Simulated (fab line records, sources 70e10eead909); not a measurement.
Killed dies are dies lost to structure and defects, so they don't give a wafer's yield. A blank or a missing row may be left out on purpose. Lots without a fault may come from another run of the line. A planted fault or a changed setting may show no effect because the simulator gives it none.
Chamber matching | flow nand_harc | NHARC_A_STAIRCASE_DEP_417 on pecvd-04: 3 sister chambers
The step deposits Si3N4, target thk 60 nm. 6 wafers are shown with their chamber, then 7 later ones without.

WAFERS WITH THEIR CHAMBER
wafer  | chamber | showerhead_vpp_V (V) | heater_power_w (W)
L233.5 | 2       | 1325                 | 652
L231.4 | 2       | 1315                 | 673
L234.3 | 0       | 1494                 | 781
L234.5 | 1       | 1282                 | 703
L235.2 | 1       | 1273                 | 734
L235.4 | 0       | 1486                 | 699

WAFERS WITHOUT THEIR CHAMBER
wafer  | showerhead_vpp_V (V) | heater_power_w (W)
L235.5 | 1316                 | 566
L242.1 | 1474                 | 736
L242.2 | 1322                 | 658
L242.5 | 1285                 | 763
L243.3 | 1302                 | 759
L243.4 | 1297                 | 663
L243.5 | 1306                 | 757

WHICH CHAMBER EACH WENT THROUGH
wafer  | from the rows above     | in truth
L235.5 | 2                       | 2
L242.1 | 0                       | 0
L242.2 | 2                       | 2
L242.5 | 1                       | 1
L243.3 | can't be placed: 2 or 1 | 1
L243.4 | can't be placed: 1 or 2 | 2
L243.5 | can't be placed: 2 or 1 | 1
Placed correctly: 4 of 7. Can't be placed from these rows: 3 (the true chamber is among the candidates in 3). Placed wrongly: 0.
How it was worked out, from the rows above alone: a wafer's distance from a chamber is the root of the sum, over the readings, of the square of ((its reading less the chamber's mean) divided by the reading's scatter). The wafer belongs to the nearest chamber; if the next one is less than 2 further off, it can't be placed. A chamber's mean is the mean of its shown wafers. The scatter: the root of (the sum of the squares of (reading less its chamber's mean) over the shown wafers, divided by (wafers less chambers)).
